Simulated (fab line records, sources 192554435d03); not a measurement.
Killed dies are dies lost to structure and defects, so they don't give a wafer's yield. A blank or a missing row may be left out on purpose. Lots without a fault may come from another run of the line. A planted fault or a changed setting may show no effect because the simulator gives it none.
Chamber matching | flow n5_finfet | N5_HKMG_FIN_STRIP_92 on rie_diel-01: 4 sister chambers
The step strips SOC in N2/H2, time 20 s. 4 wafers are shown with their chamber, then 10 later ones without.

WAFERS WITH THEIR CHAMBER
wafer  | chamber | drypump_motor_current_A (A)
L085.5 | 2       | 5.2
L085.6 | 3       | 6.6
L088.1 | 1       | 5.7
L088.4 | 0       | 6.3

WAFERS WITHOUT THEIR CHAMBER
wafer  | drypump_motor_current_A (A)
L088.5 | 6.4
L092.3 | 5.8
L092.4 | 5.8
L092.6 | 6.3
L093.3 | 6.3
L093.4 | 5.3
L093.6 | 5.8
L095.2 | 6.3
L095.4 | 6.3
L095.6 | 5.2

WHICH CHAMBER EACH WENT THROUGH
wafer  | from the rows above     | in truth
L088.5 | can't be placed: 0 or 3 | 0
L092.3 | 1                       | 1
L092.4 | 1                       | 1
L092.6 | 0                       | 0
L093.3 | 0                       | 0
L093.4 | 2                       | 2
L093.6 | 1                       | 1
L095.2 | 0                       | 0
L095.4 | 0                       | 0
L095.6 | 2                       | 2
Placed correctly: 9 of 10. Can't be placed from these rows: 1 (the true chamber is among the candidates in 1). Placed wrongly: 0.
How it was worked out, from the rows above alone: a wafer's distance from a chamber is the root of the sum, over the readings, of the square of ((its reading less the chamber's mean) divided by the reading's scatter). The wafer belongs to the nearest chamber; if the next one is less than 2 further off, it can't be placed. A chamber's mean is the mean of its shown wafers. The scatter: with one shown wafer a chamber, the root of the mean of the squares of how far each hidden wafer lies from its nearest shown one.
